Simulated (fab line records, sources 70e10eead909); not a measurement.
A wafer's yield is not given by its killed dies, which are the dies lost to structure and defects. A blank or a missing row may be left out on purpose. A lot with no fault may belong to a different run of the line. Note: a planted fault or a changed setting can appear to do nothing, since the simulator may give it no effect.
Chamber matching / flow nand harc / rie diel-05 running NHARC_P_BONDPAD_ACTIVATE_29: 4 sister chambers
The step chemistry N2, time 60 s. 18 wafers are shown with their chamber, then 9 later ones without.

## EACH WAFER AND ITS CHAMBER
wafer=L565.2; chamber=0; drypump motor current A (A)=4.9; rf vpp V (V)=64.8; oes product au (a.u.)=0.995
wafer=L565.4; chamber=1; drypump motor current A (A)=6.5; rf vpp V (V)=66.3; oes product au (a.u.)=0.997
wafer=L565.5; chamber=0; drypump motor current A (A)=4.9; rf vpp V (V)=65.2; oes product au (a.u.)=0.994
wafer=L566.2; chamber=2; drypump motor current A (A)=6.0; rf vpp V (V)=62.9; oes product au (a.u.)=0.999
wafer=L566.3; chamber=1; drypump motor current A (A)=6.4; rf vpp V (V)=65.0; oes product au (a.u.)=0.985
wafer=L566.6; chamber=2; drypump motor current A (A)=6.0; rf vpp V (V)=62.7; oes product au (a.u.)=0.985
wafer=L567.1; chamber=1; drypump motor current A (A)=6.4; rf vpp V (V)=63.4; oes product au (a.u.)=1.007
wafer=L567.2; chamber=0; drypump motor current A (A)=4.9; rf vpp V (V)=65.1; oes product au (a.u.)=1.008
wafer=L567.3; chamber=2; drypump motor current A (A)=6.0; rf vpp V (V)=63.5; oes product au (a.u.)=0.991
wafer=L573.3; chamber=1; drypump motor current A (A)=6.4; rf vpp V (V)=63.3; oes product au (a.u.)=1.008
wafer=L573.4; chamber=2; drypump motor current A (A)=6.0; rf vpp V (V)=63.5; oes product au (a.u.)=0.990
wafer=L573.6; chamber=0; drypump motor current A (A)=4.9; rf vpp V (V)=63.1; oes product au (a.u.)=0.997
wafer=L574.2; chamber=0; drypump motor current A (A)=4.9; rf vpp V (V)=63.8; oes product au (a.u.)=1.000
wafer=L574.3; chamber=1; drypump motor current A (A)=6.4; rf vpp V (V)=65.2; oes product au (a.u.)=1.006
wafer=L574.4; chamber=3; drypump motor current A (A)=5.5; rf vpp V (V)=63.3; oes product au (a.u.)=1.004
wafer=L581.2; chamber=1; drypump motor current A (A)=6.5; rf vpp V (V)=64.4; oes product au (a.u.)=0.995
wafer=L581.5; chamber=3; drypump motor current A (A)=5.5; rf vpp V (V)=65.0; oes product au (a.u.)=0.986
wafer=L581.6; chamber=2; drypump motor current A (A)=6.0; rf vpp V (V)=63.4; oes product au (a.u.)=0.997

SIGNATURES (means of the wafers above)
reading=drypump motor current A; chamber 0=4.900; chamber 1=6.433; chamber 2=6.000; chamber 3=5.500; scatter within a chamber=0.0309
reading=rf vpp V; chamber 0=64.400; chamber 1=64.600; chamber 2=63.200; chamber 3=64.150; scatter within a chamber=0.923
reading=oes product au; chamber 0=0.99880; chamber 1=0.99967; chamber 2=0.99240; chamber 3=0.99500; scatter within a chamber=0.00767
Rule: a wafer lies at a distance from a chamber equal to the root of the sum of squares, over the readings, of (its reading less the chamber's mean, divided by the reading's scatter). The wafer belongs to the nearest chamber; if the next one is less than 2 further off, it can't be placed. The scatter: take each reading less its chamber's mean, square it, sum over the shown wafers, divide by the number of wafers less the number of chambers, and take the root.

## WAFERS MISSING THEIR CHAMBER
wafer=L584.1; drypump motor current A (A)=4.9; rf vpp V (V)=64.9; oes product au (a.u.)=1.007
wafer=L584.2; drypump motor current A (A)=6.4; rf vpp V (V)=64.4; oes product au (a.u.)=1.005
wafer=L584.5; drypump motor current A (A)=5.5; rf vpp V (V)=64.4; oes product au (a.u.)=1.007
wafer=L586.4; drypump motor current A (A)=5.5; rf vpp V (V)=67.1; oes product au (a.u.)=0.991
wafer=L586.5; drypump motor current A (A)=4.9; rf vpp V (V)=64.6; oes product au (a.u.)=0.997
wafer=L586.6; drypump motor current A (A)=5.5; rf vpp V (V)=63.3; oes product au (a.u.)=1.007
wafer=L587.1; drypump motor current A (A)=6.4; rf vpp V (V)=64.7; oes product au (a.u.)=0.998
wafer=L587.2; drypump motor current A (A)=4.9; rf vpp V (V)=63.0; oes product au (a.u.)=1.004
wafer=L587.4; drypump motor current A (A)=4.9; rf vpp V (V)=62.5; oes product au (a.u.)=1.007

## WHICH CHAMBER EACH ONE RAN IN
wafer=L584.1; from the rows above=0; in truth=0
wafer=L584.2; from the rows above=1; in truth=1
wafer=L584.5; from the rows above=3; in truth=3
wafer=L586.4; from the rows above=3; in truth=3
wafer=L586.5; from the rows above=0; in truth=0
wafer=L586.6; from the rows above=3; in truth=3
wafer=L587.1; from the rows above=1; in truth=1
wafer=L587.2; from the rows above=0; in truth=0
wafer=L587.4; from the rows above=0; in truth=0
Correct placement for 9 of the 9. From these rows, 0 cannot be placed. 0 placed wrongly.
